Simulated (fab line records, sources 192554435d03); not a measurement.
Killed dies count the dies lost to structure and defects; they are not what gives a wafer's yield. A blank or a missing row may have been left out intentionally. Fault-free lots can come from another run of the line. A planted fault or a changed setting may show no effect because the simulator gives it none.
fab line records	flow n5-finfet
record: lots: 5	wafers: 15	last-day: 19
route steps=1938 shown BEOL_M4@1099 BEOL_M5@1112 BEOL_M13@1710 PASSIVATION@1936
lots that met no fault: from a run of the same line without faults
start-h: hours from the record's first day to the start of the lot's first wafer shown	wait-h: hours elapsed since this lot's preceding step	" unchanged from the row above	L1.1+2: a single row standing in for several wafers	- no value, or no start was given	* or withheld: withheld	< > ~ a bound
route shown NAME@n: NAME is a module with steps in the file, n the number in the route of the first one	usual: mean/standard deviation of fault-free wafers	same: alike in all rows	chamber/n: place in a boat	sites: per-site readings	_std_site: the standard deviation of these	_edge_site: outer sites' mean less inner sites'	radius-mm: for every site, how far away it sits from the centre of the wafer	mask NAME#n: copy n	behind: the tool/chamber that last shaped the wafer	hold: why the lot went on hold/how many hours it stayed there/how the hold came to an end	device: whichever transistor did not switch (one of n, p or np)	end of line: at the end of the route, the tests of the same wafers	step lacking rows: just its recipe	killed: dies that structure and defects cost at the first sort, which is not the same as the wafer's yield	map: shows each die of a wafer: x if killed, . if not, _ if none is there
set.NAME: the run value of the setting; set.NAME@STEP: its run value at that earlier step	model.NAME: the simulator's own value behind a step, which no gauge read
a table for each step, a row for each wafer; lots at some steps of the route
services: when a tool's chamber went out of use (start-h, in hours from the record's first day, below 0 if earlier), for how many hours, and the reason
== steps ==
step: N5_BEOL_M4_ANNEAL_95
recipe: temp-c: 400	time-s: 240	ambient: vacuum
step: N5_BEOL_M4_SPUTTER_96
recipe: material: Cu	target-thk-a: 45	temp-c: -20	chamber-pressure-pa: 0.07	power-w: withheld	time-s: 8.29
step: N5_BEOL_M4_ECD_50
recipe: material: Cu	target-thk-a: 3000
step: N5_BEOL_M4_ANNEAL_51
recipe: temp-c: 225	time-s: 90	ambient: N2
step: N5_BEOL_M4_CMP_52
recipe: stop-on: SiOC	t-overpolish-s: 6.8	down-force-psi: 1	platen-rpm: 50	clearing-platen-down-force-psi: 1.5	clearing-platen-rpm: 50	post-cmp-clean: cu-alkaline	target-thk-nm: 40	clearing-platen-pad-velocity-m-s: 0.99484	pad-velocity-m-s: 0.99484
step: N5_BEOL_M4_PRE_CLEAN_60
recipe: gas: NH3/H2	time-s: 15	temp-c: *	rf-power-w: 300
step: N5_BEOL_M4_CO_CAP_55
recipe: material: Co	target-thk-a: 20	temp-c: 200	precursor: CCTBA/H2	pressure-torr: 30	time-s: 102.1
step: N5_BEOL_M4_PRE_CLEAN_56
recipe: gas: NH3	time-s: 15	temp-c: withheld	rf-power-w: 300
step: N5_BEOL_M4_DEP_57
recipe: material: SiCN	target-thk-a: 80	temp-c: withheld	precursor: 3MS/NH3	pressure-torr: 3	rf-w: 202	time-s: 14
step: N5_BEOL_M4_RC_MEAS_101
usual: DIBL_N: 35.8/1.7	DIBL_P: 35.3/2	IOFF_N: 0.150/0.026	IOFF_P: 0.194/0.029	ION_N: 667/11	ION_P: 456/7.1	SS_N: 71.4/0.65	SS_P: 73.1/0.64	VT_N: 251/3	VT_P: -252/3.2
lot.wafer	tool	chamber	start-h	wait-h	DIBL_N[mV/V]	DIBL_P[mV/V]	IOFF_N[nA/um]	IOFF_P[nA/um]	ION_N[uA/um]	ION_P[uA/um]	SS_N[mV/dec]	SS_P[mV/dec]	VT_N[mV]	VT_P[mV]
L510.2	prober-02	0	270.14	0.2	30.0	30.1	0.088	0.135	649	450	70.0	71.1	256	-256
L510.5	"	0	"	"	35.2	37.6	0.169	0.223	689	469	71.3	72.4	245	-250
L510.6	"	0	"	"	35.3	37.3	0.169	0.235	680	470	71.1	73.3	248	-245
L511.1	prober-01	0	272.94	0.0	34.8	33.6	0.120	0.192	652	457	70.5	73.7	255	-247
L511.2	"	0	"	"	35.2	34.7	0.132	0.202	664	460	71.2	73.4	255	-250
L511.5	"	0	"	"	33.9	32.6	0.111	0.176	662	458	71.1	73.0	255	-250
L512.1	prober-01	0	276.86	0.0	36.7	37.7	0.203	0.258	695	473	72.1	73.8	245	-245
L512.3	"	0	"	"	34.6	35.8	0.151	0.226	674	463	71.8	73.1	249	-249
L512.5	"	0	"	"	32.9	34.1	0.127	0.200	660	464	70.6	72.9	251	-250
L513.2	prober-02	0	276.97	0.2	33.1	31.7	0.117	0.160	661	457	70.1	72.4	251	-254
L513.3	"	0	"	"	34.5	31.8	0.126	0.158	680	459	70.9	73.3	252	-255
L513.5	"	0	"	"	38.0	37.0	0.185	0.239	683	463	71.2	73.1	248	-248
L524.1	prober-01	0	344.16	0.0	36.8	37.6	0.154	0.215	668	459	71.5	73.2	251	-251
L524.3	"	0	"	"	36.1	36.8	0.144	0.207	670	464	71.6	73.1	250	-251
L524.4	"	0	"	"	37.6	37.2	0.186	0.212	668	453	72.7	73.5	248	-252
step: N5_BEOL_M5_ILD_DEP_00
recipe: material: SiCOH_lowk	target-thk-a: 1406.4	temp-c: 300	precursor: DEMS/porogen	pressure-torr: 5	rf-w: 500	time-s: 25.9
step: N5_BEOL_M5_CURE_79
recipe: temp-c: 385	time-s: 240	ambient: He/Ar	material: SiCOH_lowk
step: N5_BEOL_M5_PECVD_70
recipe: material: SiO2	target-thk-a: 160	temp-c: 400	precursor: TEOS/O2	pressure-torr: 5.5	rf-w: 450	teos-flow-sccm: 53.8	gas: O2	flow-sccm: 3000	time-s: 18
step: N5_BEOL_M5_HM_DEP_02
recipe: material: TiN	target-thk-a: 200	temp-c: 25	chamber-pressure-pa: 0.49996
step: N5_BEOL_M5_COAT_59
recipe: resist: SOC	temp-c: 250	time-s: 60	spin-rpm: 1500	resist-thk-nm: 60
step: N5_BEOL_M5_COAT_60
recipe: resist: SiARC	temp-c: 220	time-s: 60	spin-rpm: 1500	resist-thk-nm: 12
step: N5_BEOL_M5_COAT_71
recipe: resist: underlayer	temp-c: 205	time-s: 60	spin-rpm: 1500	resist-thk-nm: 5
step: N5_BEOL_M5_COAT_05
recipe: resist: CAR-EUV	spin-rpm: 1500	resist-thk-nm: 30
step: N5_BEOL_M5_EBR_07
recipe: solvent: PGMEA	ebr-width-mm: 1.5
step: N5_BEOL_M5_SOFTBAKE_06
recipe: temp-c: 110	time-s: 60	resist: CAR-EUV
step: N5_BEOL_M5_EXPOSE_08
recipe: mask-id: M5	na: 0.33	source-shape: annular	sigma-inner: 0.4	sigma-outer: 0.8	polarization: unpolarized	target-cd-nm: 28	dose-mj: 35.75
step: N5_BEOL_M5_PEB_09
recipe: peb-temp-c: 100	peb-time-s: 60	resist: CAR-EUV
step: N5_BEOL_M5_DEVELOP_10
recipe: develop-time-s: 30	developer: TMAH	resist: CAR-EUV	rinse-liquid: surfactant-rinse	dry: air-spin	dev-temp-c: 23
step: N5_BEOL_M5_DESCUM_16
recipe: chemistry: O2	time-s: 7	source-power-w: 50	bias-power-w: 20	pressure-mtorr: 20	rf-frequency-hz: 2.712e+07	temp-c: 40	resist: CAR-EUV	o2-flow-sccm: 225
step: N5_BEOL_M5_ETCH_72
recipe: chemistry: N2/H2	target: underlayer	target-depth-a: 65	mask-material: CAR-EUV	time-s: 5.2	ion-energy-ev: 200	pressure-mtorr: 30	source-w: 840	bias-w: 150	n2-flow-sccm: 200	h2-flow-sccm: 200	ends: cleared
step: N5_BEOL_M5_ETCH_61
recipe: chemistry: CF4	target: SiARC	target-depth-a: 156	mask-material: CAR-EUV	time-s: 26	ion-energy-ev: 80	pressure-mtorr: 40	source-w: 545	bias-w: 36	Ar_flow_sccm: 100	cf4-flow-sccm: 100	ends: cleared
step: N5_BEOL_M5_ETCH_62
recipe: chemistry: N2/H2	target: SOC	target-depth-a: 750	overetch-a: 150	mask-material: SiARC	temp-c: 40	time-s: 112.5	ion-energy-ev: 200	pressure-mtorr: 30	source-w: 840	bias-w: 150	n2-flow-sccm: 200	h2-flow-sccm: 200
step: N5_BEOL_M5_STRIP_63
recipe: chemistry: N2/H2	temp-c: 40	n2-flow-sccm: 200	h2-flow-sccm: 200	rf-frequency-hz: 6e+07
step: N5_BEOL_M5_STRIP_73
recipe: chemistry: N2/H2	temp-c: 40	n2-flow-sccm: 200	h2-flow-sccm: 200	rf-frequency-hz: 6e+07
step: N5_BEOL_M5_STRIP_64
recipe: chemistry: CF4	resist: SiARC	power-w: 300	bias-power-w: 75	pressure-mtorr: 50	cf4-flow-sccm: 150	rf-frequency-hz: 6e+07
step: N5_BEOL_M5_HM_OPEN_17
recipe: chemistry: Cl2/BCl3	target-depth-a: 200	overetch-a: 60	target: TiN	mask-material: SOC	ion-energy-ev: 150	pressure-mtorr: 10	icp-w: 1000	bias-w: 126	Cl2_flow_sccm: 53.25	bcl3-flow-sccm: 21.75	Ar_flow_sccm: 25
step: N5_BEOL_M5_STRIP_19
recipe: chemistry: O2	power-w: 400	temp-c: 40	pressure-mtorr: 30	rf-frequency-hz: 6e+07	bias-power-w: 0	overash-fraction: 0.2	o2-flow-sccm: 225
step: N5_BEOL_M5_COAT_65
recipe: resist: SOC	temp-c: 250	time-s: 60	spin-rpm: 1500	resist-thk-nm: 60
step: N5_BEOL_M5_COAT_66
recipe: resist: SiARC	temp-c: 220	time-s: 60	spin-rpm: 1500	resist-thk-nm: 12
step: N5_BEOL_M13_CMP_49
recipe: stop-on: SiOC	t-overpolish-s: 17.1	down-force-psi: 1	platen-rpm: 50	clearing-platen-down-force-psi: 1.5	clearing-platen-rpm: 50	post-cmp-clean: cu-alkaline	target-thk-nm: 420	clearing-platen-pad-velocity-m-s: 0.99484	pad-velocity-m-s: 0.99484
usual: barrier-field-endpoint-s: 30.1/0.63	clearing-platen-down-force-psi: 1.500/0.003	clearing-platen-rpm: 49.998/0.026	motor-current-A: 6.1/0.59	overpolish-run-s: 17.099/0.009	retaining-ring-pressure-frac: 1.000/0.0051	slurry-filter-dp-kPa: 13.50/0.14
lot.wafer	tool	chamber	start-h	wait-h	barrier-field-endpoint-s	clearing-platen-down-force-psi	clearing-platen-rpm	motor-current-A	overpolish-run-s	retaining-ring-pressure-frac	slurry-filter-dp-kPa	model.Cu_of_BEOL_M13_ECD_47.thk-nm
L510.2	cmp-02	0	344.34	0.2	-	-	-	-	-	-	-	946.8
L510.6	"	3	"	"	-	-	-	-	-	-	-	955.8
L510.5	"	0	"	"	-	-	-	-	-	-	-	958.6
L513.3	cmp-01	3	348.69	0.2	-	-	-	-	-	-	-	943.6
L513.2	"	1	"	"	-	-	-	-	-	-	-	942.2
L513.5	"	2	"	"	-	-	-	-	-	-	-	942.4
L511.2	cmp-01	2	350.22	0.3	-	-	-	-	-	-	-	929.8
L511.1	"	3	"	"	-	-	-	-	-	-	-	941.4
L511.5	"	2	"	"	-	-	-	-	-	-	-	925.8
L512.3	cmp-02	0	353.31	0.2	29.7	1.505	50.036	5.9	17.096	1.000	13.56	416.6
L512.1	"	3	"	"	30.3	1.501	49.985	7.4	17.089	1.001	13.54	424.8
L512.5	"	1	"	"	30.6	1.505	50.006	6.6	17.098	1.000	13.65	414.8
L524.4	cmp-02	0	425.98	0.1	30.3	1.494	49.946	5.8	17.098	1.003	13.38	429.6
L524.3	"	2	"	"	29.7	1.494	50.010	6.2	17.097	1.003	13.52	421.8
L524.1	"	3	"	"	30.5	1.501	50.006	7.1	17.088	0.992	13.46	421.4
step: N5_BEOL_M13_THK_MEAS_50
recipe: thk-meas-gauge: xrf	reads: Cu_of_BEOL_M13_ECD_47
usual: M13_THK: 418/7
lot.wafer	tool	chamber	start-h	wait-h	M13_THK[nm]
L510.2	film-metro-01	-	344.60	0.2	945
L510.5	"	-	"	"	959
L510.6	"	-	"	"	952
L513.2	film-metro-02	-	348.95	0.1	940
L513.3	"	-	"	"	937
L513.5	"	-	"	"	938
L511.1	film-metro-02	-	350.51	0.2	947
L511.2	"	-	"	"	932
L511.5	"	-	"	"	933
L512.1	film-metro-01	-	353.61	-	429
L512.3	"	-	"	"	420
L512.5	"	-	"	"	421
L524.1	film-metro-02	-	426.28	-	418
L524.3	"	-	"	"	417
L524.4	"	-	"	"	426
step: N5_BEOL_M13_RS_MEAS_54
recipe: thk-meas-gauge: four-point-probe	reads: Cu_of_BEOL_M13_ECD_47+Ta_of_BEOL_M13_SPUTTER_44+TaN_of_BEOL_M13_SPUTTER_43
usual: M13_RS: 0.0452/0.00064
lot.wafer	tool	chamber	start-h	wait-h	M13_RS[ohm/sq]
L510.2	film-metro-02	-	344.73	0.1	0.0179
L510.5	"	-	"	"	0.0178
L510.6	"	-	"	"	0.0178
L513.2	film-metro-02	-	349.08	0.1	0.0180
L513.3	"	-	"	"	0.0181
L513.5	"	-	"	"	0.0180
L511.1	film-metro-01	-	350.64	0.0	0.0181
L511.2	"	-	"	"	0.0183
L511.5	"	-	"	"	0.0183
L512.1	film-metro-01	-	353.74	0.0	0.0444
L512.3	"	-	"	"	0.0452
L512.5	"	-	"	"	0.0455
L524.1	film-metro-02	-	426.41	0.0	0.0447
L524.3	"	-	"	"	0.0447
L524.4	"	-	"	"	0.0437
step: N5_BEOL_M13_INSPECT_55
recipe: inspect-instrument: darkfield	mode: post-dep
usual: raw-defect-count: 68/20
lot.wafer	tool	chamber	start-h	wait-h	raw-defect-count
L510.2	defect-inspect-02	-	344.75	0.0	3103
L510.5	"	-	"	"	3256
L510.6	"	-	"	"	3075
L513.2	defect-inspect-02	-	349.10	0.0	3164
L513.3	"	-	"	"	3219
L513.5	"	-	"	"	3129
L511.1	defect-inspect-01	-	350.67	0.0	3203
L511.2	"	-	"	"	3246
L511.5	"	-	"	"	3139
L512.1	defect-inspect-01	-	353.76	0.0	55
L512.3	"	-	"	"	54
L512.5	"	-	"	"	62
L524.1	defect-inspect-01	-	426.43	0.0	92
L524.3	"	-	"	"	56
L524.4	"	-	"	"	75
step: N5_PASSIVATION_PROBE_49
usual: defect-limited-yield: 91.5/1.4	killed_at_M0_to_M3: 34/11	killed_at_M4_up: 15/6	killed-at-contacts: 11/5.9	killed-at-front-end: 37/11	killed-at-other: 3.6/2.9	killed-dies: 101/17	killed-on-rim: 13/4	killed-open: 66/12	killed-short: 33/7.8	sort_bin_5_function: 5.0/0.97	sort_bin_6_memory: 3.2/0.65	sort-n-pass: 1079/17	sort-yield-pct: 91.4/1.4
same: gross-dies: 1180	killed-at-back-side: 0	sort_bin_4_leakage[%]: 0	sort_bin_8_speed[%]: 0
lot.wafer	tool	chamber	start-h	wait-h	defect-limited-yield[%]	killed_at_M0_to_M3	killed_at_M4_up	killed-at-contacts	killed-at-front-end	killed-at-other	killed-dies	killed-on-rim	killed-open	killed-short	sort_bin_5_function[%]	sort_bin_6_memory[%]	sort-n-pass	sort-yield-pct[%]
L513.2	prober-01	-	375.92	0.1	0	33	1104	3	35	5	1180	152	62	22	4.7	2.3	0	0
L513.3	prober-01	-	375.97	0.1	0	27	1077	5	69	2	1180	152	70	40	4.7	4.2	0	0
L513.5	prober-01	-	376.07	0.2	0	19	1112	11	36	2	1180	152	53	25	3.6	2.6	0	0
L510.2	prober-02	-	376.14	0.1	0	37	1077	22	42	2	1180	152	76	42	6.4	3.1	0	0
L510.5	prober-02	-	376.29	0.2	0	29	1103	25	22	1	1180	152	63	26	4.5	2.9	0	0
L510.6	prober-02	-	376.34	0.3	0	19	1111	23	23	4	1180	152	57	23	3.7	2.9	0	0
L512.1	prober-01	-	381.38	0.0	90.9	13	15	19	56	4	107	19	64	40	4.7	3.8	1073	90.9
L512.3	prober-01	-	381.48	0.1	90.4	24	18	10	61	0	113	15	82	31	5.4	3.6	1067	90.4
L512.5	prober-01	-	381.58	0.2	90.7	28	7	8	67	0	110	18	78	31	5.3	3.9	1070	90.7
L511.1	prober-02	-	381.59	0.0	0	39	1091	7	42	1	1180	152	67	40	5.0	3.9	0	0
L511.2	prober-02	-	381.64	0.1	0	36	1078	4	56	6	1180	152	77	42	6.3	3.6	0	0
L511.5	prober-02	-	381.79	0.2	0	36	1109	5	26	4	1180	152	48	37	4.4	2.6	0	0
killed by level:class
L513.2 BEOL_M13:area-cmp=1096 BEOL_M2:geometric-particle:open=9 FIN_SAQP:geometric-particle:open=7 STI_FIN_REVEAL:geometric-particle:open=7 DUMMY_GATE:geometric-particle:open=7 BEOL_M0_SAQP:geometric-particle:short=6 BEOL_M1:geometric-particle:open=6 BEOL_M3:geometric-particle:open=6
L513.3 BEOL_M13:area-cmp=1070 STI_FIN_REVEAL:geometric-particle:open=26 FIN_SAQP:geometric-particle:open=8 BEOL_M1:geometric-particle:open=8 BEOL_M3:geometric-particle:open=7 STI_FIN_REVEAL:geometric-particle:short=6 STARTING-WAFER:geometric-particle:short=6 FIN_SAQP:geometric-particle:short=5
L513.5 BEOL_M13:area-cmp=1101 STI_FIN_REVEAL:geometric-particle:open=9 MOL_CONTACT_COAG:geometric-particle:open=9 BEOL_M1:geometric-particle:open=7 DUMMY_GATE:geometric-particle:open=5 FIN_SAQP:geometric-particle:short=4 DUMMY_GATE:geometric-particle:short=4 BEOL_M5:geometric-particle:open=4
L510.2 BEOL_M13:area-cmp=1062 STI_FIN_REVEAL:geometric-particle:open=14 MOL_CONTACT_COAG:geometric-particle:open=13 BEOL_M2:geometric-particle:open=11 MOL_CONTACT_COAG:geometric-particle:short=9 GATE_CUT:geometric-particle:short=7 BEOL_M4:geometric-particle:open=7 BEOL_M1:geometric-particle:short=7
L510.5 BEOL_M13:area-cmp=1091 MOL_CONTACT_COAG:geometric-particle:open=24 BEOL_M2:geometric-particle:open=10 BEOL_M1:geometric-particle:short=5 BEOL_M1:geometric-particle:open=5 BEOL_M4:geometric-particle:open=5 STARTING-WAFER:geometric-particle:short=4 STI_FIN_REVEAL:geometric-particle:short=3
L510.6 BEOL_M13:area-cmp=1100 MOL_CONTACT_COAG:geometric-particle:open=22 GATE_CUT:geometric-particle:short=8 BEOL_M4:geometric-particle:open=6 BEOL_M2:geometric-particle:open=4 BEOL_M3:geometric-particle:open=4 BEOL_M0_SAQP:geometric-particle:short=3 BEOL_M1:geometric-particle:open=3
L512.1 STI_FIN_REVEAL:geometric-particle:open=20 MOL_CONTACT_COAG:geometric-particle:open=15 FIN_SAQP:geometric-particle:short=10 GATE_CUT:geometric-particle:open=5 FIN_SAQP:geometric-particle:open=4 GATE_CUT:geometric-particle:short=4 MOL_CONTACT_COAG:geometric-particle:short=4 BEOL_M5:geometric-particle:short=4
L512.3 STI_FIN_REVEAL:geometric-particle:open=30 FIN_SAQP:geometric-particle:short=10 MOL_CONTACT_COAG:geometric-particle:open=9 FIN_SAQP:geometric-particle:open=7 STI_FIN_REVEAL:geometric-particle:short=6 BEOL_M3:geometric-particle:open=5 BEOL_M0_SAQP:geometric-particle:open=4 BEOL_M4:geometric-particle:open=4
L512.5 STI_FIN_REVEAL:geometric-particle:open=25 FIN_SAQP:geometric-particle:short=12 BEOL_M2:geometric-particle:open=11 FIN_SAQP:geometric-particle:open=8 BEOL_M0_SAQP:geometric-particle:open=6 DUMMY_GATE:geometric-particle:open=6 MOL_CONTACT_COAG:geometric-particle:open=5 STARTING-WAFER:geometric-particle:open=5
L511.1 BEOL_M13:area-cmp=1073 STI_FIN_REVEAL:geometric-particle:open=11 BEOL_M3:geometric-particle:open=10 BEOL_M0_SAQP:geometric-particle:open=9 BEOL_M4:geometric-particle:open=9 BEOL_M1:geometric-particle:open=8 FIN_SAQP:geometric-particle:short=5 GATE_CUT:geometric-particle:short=5
L511.2 BEOL_M13:area-cmp=1058 FIN_SAQP:geometric-particle:short=13 STI_FIN_REVEAL:geometric-particle:open=11 BEOL_M3:geometric-particle:open=11 BEOL_M4:geometric-particle:open=11 STARTING-WAFER:geometric-particle:open=8 FIN_SAQP:geometric-particle:open=7 DUMMY_GATE:geometric-particle:open=6
L511.5 BEOL_M13:area-cmp=1095 BEOL_M1:geometric-particle:open=9 BEOL_M3:geometric-particle:open=8 GATE_CUT:geometric-particle:short=7 BEOL_M0_SAQP:geometric-particle:short=6 BEOL_M4:geometric-particle:open=6 DUMMY_GATE:geometric-particle:open=5 BEOL_M0_SAQP:geometric-particle:open=5
map L510.2 (x killed, . not)
_________________xxxxxxxxxxxx________________
______________xxxxxxxxxxxxxxxxxx_____________
___________xxxxxxxxxxxxxxxxxxxxxxxx__________
__________xxxxxxxxxxxxxxxxxxxxxxxxxx_________
________xxxxxxxxxxxxxxxxxxxxxxxxxxxxxx_______
_______xxxxxxxxxxxxxxxxxxxxxxxxxxxxxxxx______
______xxxxxxxxxxxxxxxxxxxxxxxxxxxxxxxxxx_____
_____xxxxxxxxxxxxxxxxxxxxxxxxxxxxxxxxxxxx____
____xxxxxxxxxxxxxxxxxxxxxxxxxxxxxxxxxxxxxx___
___xxxxxxxxxxxxxxxxxxxxxxxxxxxxxxxxxxxxxxxx__
___xxxxxxxxxxxxxxxxxxxxxxxxxxxxxxxxxxxxxxxx__
__xxxxxxxxxxxxxxxxxxxxxxxxxxxxxxxxxxxxxxxxxx_
__xxxxxxxxxxxxxxxxxxxxxxxxxxxxxxxxxxxxxxxxxx_
_xxxxxxxxxxxxxxxxxxxxxxxxxxxxxxxxxxxxxxxxxxxx
_xxxxxxxxxxxxxxxxxxxxxxxxxxxxxxxxxxxxxxxxxxxx
_xxxxxxxxxxxxxxxxxxxxxxxxxxxxxxxxxxxxxxxxxxxx
_xxxxxxxxxxxxxxxxxxxxxxxxxxxxxxxxxxxxxxxxxxxx
_xxxxxxxxxxxxxxxxxxxxxxxxxxxxxxxxxxxxxxxxxxxx
_xxxxxxxxxxxxxxxxxxxxxxxxxxxxxxxxxxxxxxxxxxxx
_xxxxxxxxxxxxxxxxxxxxxxxxxxxxxxxxxxxxxxxxxxxx
_xxxxxxxxxxxxxxxxxxxxxxxxxxxxxxxxxxxxxxxxxxxx
__xxxxxxxxxxxxxxxxxxxxxxxxxxxxxxxxxxxxxxxxxx_
__xxxxxxxxxxxxxxxxxxxxxxxxxxxxxxxxxxxxxxxxxx_
___xxxxxxxxxxxxxxxxxxxxxxxxxxxxxxxxxxxxxxxx__
___xxxxxxxxxxxxxxxxxxxxxxxxxxxxxxxxxxxxxxxx__
____xxxxxxxxxxxxxxxxxxxxxxxxxxxxxxxxxxxxxx___
_____xxxxxxxxxxxxxxxxxxxxxxxxxxxxxxxxxxxx____
______xxxxxxxxxxxxxxxxxxxxxxxxxxxxxxxxxx_____
_______xxxxxxxxxxxxxxxxxxxxxxxxxxxxxxxx______
________xxxxxxxxxxxxxxxxxxxxxxxxxxxxxx_______
__________xxxxxxxxxxxxxxxxxxxxxxxxxx_________
___________xxxxxxxxxxxxxxxxxxxxxxxx__________
______________xxxxxxxxxxxxxxxxxx_____________
_________________xxxxxxxxxxxx________________
map L511.1 (x killed, . not)
_________________xxxxxxxxxxxx________________
______________xxxxxxxxxxxxxxxxxx_____________
___________xxxxxxxxxxxxxxxxxxxxxxxx__________
__________xxxxxxxxxxxxxxxxxxxxxxxxxx_________
________xxxxxxxxxxxxxxxxxxxxxxxxxxxxxx_______
_______xxxxxxxxxxxxxxxxxxxxxxxxxxxxxxxx______
______xxxxxxxxxxxxxxxxxxxxxxxxxxxxxxxxxx_____
_____xxxxxxxxxxxxxxxxxxxxxxxxxxxxxxxxxxxx____
____xxxxxxxxxxxxxxxxxxxxxxxxxxxxxxxxxxxxxx___
___xxxxxxxxxxxxxxxxxxxxxxxxxxxxxxxxxxxxxxxx__
___xxxxxxxxxxxxxxxxxxxxxxxxxxxxxxxxxxxxxxxx__
__xxxxxxxxxxxxxxxxxxxxxxxxxxxxxxxxxxxxxxxxxx_
__xxxxxxxxxxxxxxxxxxxxxxxxxxxxxxxxxxxxxxxxxx_
_xxxxxxxxxxxxxxxxxxxxxxxxxxxxxxxxxxxxxxxxxxxx
_xxxxxxxxxxxxxxxxxxxxxxxxxxxxxxxxxxxxxxxxxxxx
_xxxxxxxxxxxxxxxxxxxxxxxxxxxxxxxxxxxxxxxxxxxx
_xxxxxxxxxxxxxxxxxxxxxxxxxxxxxxxxxxxxxxxxxxxx
_xxxxxxxxxxxxxxxxxxxxxxxxxxxxxxxxxxxxxxxxxxxx
_xxxxxxxxxxxxxxxxxxxxxxxxxxxxxxxxxxxxxxxxxxxx
_xxxxxxxxxxxxxxxxxxxxxxxxxxxxxxxxxxxxxxxxxxxx
_xxxxxxxxxxxxxxxxxxxxxxxxxxxxxxxxxxxxxxxxxxxx
__xxxxxxxxxxxxxxxxxxxxxxxxxxxxxxxxxxxxxxxxxx_
__xxxxxxxxxxxxxxxxxxxxxxxxxxxxxxxxxxxxxxxxxx_
___xxxxxxxxxxxxxxxxxxxxxxxxxxxxxxxxxxxxxxxx__
___xxxxxxxxxxxxxxxxxxxxxxxxxxxxxxxxxxxxxxxx__
____xxxxxxxxxxxxxxxxxxxxxxxxxxxxxxxxxxxxxx___
_____xxxxxxxxxxxxxxxxxxxxxxxxxxxxxxxxxxxx____
______xxxxxxxxxxxxxxxxxxxxxxxxxxxxxxxxxx_____
_______xxxxxxxxxxxxxxxxxxxxxxxxxxxxxxxx______
________xxxxxxxxxxxxxxxxxxxxxxxxxxxxxx_______
__________xxxxxxxxxxxxxxxxxxxxxxxxxx_________
___________xxxxxxxxxxxxxxxxxxxxxxxx__________
______________xxxxxxxxxxxxxxxxxx_____________
_________________xxxxxxxxxxxx________________
== services ==
tool	chamber	start-h	hours	kind
cmp-02	-	331.91	3.7	repair
cmp-01	-	351.41	0.6	repair
cmp-01	-	356.48	5.5	pm
cmp-02	-	357.00	0.5	repair
cmp-02	-	362.91	10.7	pm
cmp-02	-	384.46	2.4	repair
cmp-01	-	393.76	4.0	repair
cmp-01	-	405.18	0.3	repair
== key ==
first-sign: step: N5_BEOL_M13_CMP_49	reading: tool-record	direction: missing
effect: step: N5_BEOL_M13_THK_MEAS_50	reading: M13_THK	direction: up	sigmas: 75	usual: 418	struck: 943
effect: step: N5_BEOL_M13_RS_MEAS_54	reading: M13_RS	direction: down	sigmas: 43	usual: 0.0452	struck: 0.0180
effect: step: N5_BEOL_M13_INSPECT_55	reading: raw-defect-count	direction: up	sigmas: 99+	usual: 68	struck: 3170
effect: step: N5_PASSIVATION_PROBE_49	reading: killed_at_M4_up	direction: up	sigmas: 99+	usual: 15	struck: 1096
model-effect: step: N5_BEOL_M13_CMP_49	value: Cu_of_BEOL_M13_ECD_47.thk-nm	without: 415.7	struck: 942.9
more-kills-born-at: N5_BEOL_M13_CMP_49@cmp-01: 6493	N5_BEOL_M13_CMP_49@cmp-02: 3253
met-at N5_BEOL_M13_CMP_49
struck-wafers L510.2,L510.5,L510.6,L511.1,L511.2,L511.5,L513.2,L513.3,L513.5
later-rows-left-out L510.2,L510.5,L510.6,L511.1,L511.2,L511.5,L513.2,L513.3,L513.5
fault: kind: skipped-step-whole	tool: cmp-01,cmp-02	chamber: -	onset-h: 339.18	steps: N5_BEOL_M13_CMP_49	scope: struck-lots-only
later-rows-left-out: the simulator's readings of these wafers behind a module that went badly wrong aren't trusted and aren't shown, but for the sort
